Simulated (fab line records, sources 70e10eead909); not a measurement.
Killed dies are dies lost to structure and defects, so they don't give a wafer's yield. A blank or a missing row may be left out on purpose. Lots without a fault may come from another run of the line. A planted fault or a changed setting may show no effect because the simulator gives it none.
Chamber matching | flow nand_harc | NHARC_A_STAIRCASE_DESCUM_252 on rie_diel-08: 4 sister chambers
The step chemistry O2, time 3 s. 8 wafers are shown with their chamber, then 9 later ones without.

WAFERS WITH THEIR CHAMBER
wafer  | chamber | showerhead_plenum_p_Torr (Torr) | oes_product_au (a.u.)
L077.5 | 1       | 1.86                            | 1.005
L078.3 | 1       | 1.86                            | 1.006
L078.5 | 3       | 1.82                            | 1.003
L086.4 | 2       | 2.01                            | 1.009
L086.6 | 0       | 1.95                            | 1.015
L092.2 | 0       | 1.94                            | 1.017
L092.3 | 3       | 1.81                            | 1.006
L092.4 | 2       | 2.01                            | 1.003

WAFERS WITHOUT THEIR CHAMBER
wafer  | showerhead_plenum_p_Torr (Torr) | oes_product_au (a.u.)
L094.1 | 1.85                            | 1.000
L094.2 | 1.94                            | 1.012
L094.6 | 1.94                            | 1.018
L096.2 | 2.01                            | 1.002
L096.5 | 1.81                            | 0.999
L096.6 | 1.94                            | 1.016
L097.3 | 1.81                            | 1.011
L097.4 | 1.94                            | 1.009
L097.6 | 1.81                            | 1.006

WHICH CHAMBER EACH WENT THROUGH
wafer  | from the rows above | in truth
L094.1 | 1                   | 1
L094.2 | 0                   | 0
L094.6 | 0                   | 0
L096.2 | 2                   | 2
L096.5 | 3                   | 3
L096.6 | 0                   | 0
L097.3 | 3                   | 3
L097.4 | 0                   | 0
L097.6 | 3                   | 3
Placed correctly: 9 of 9. Can't be placed from these rows: 0. Placed wrongly: 0.
How it was worked out, from the rows above alone: a wafer's distance from a chamber is the root of the sum, over the readings, of the square of ((its reading less the chamber's mean) divided by the reading's scatter). The wafer belongs to the nearest chamber; if the next one is less than 2 further off, it can't be placed. A chamber's mean is the mean of its shown wafers. The scatter: the root of (the sum of the squares of (reading less its chamber's mean) over the shown wafers, divided by (wafers less chambers)).
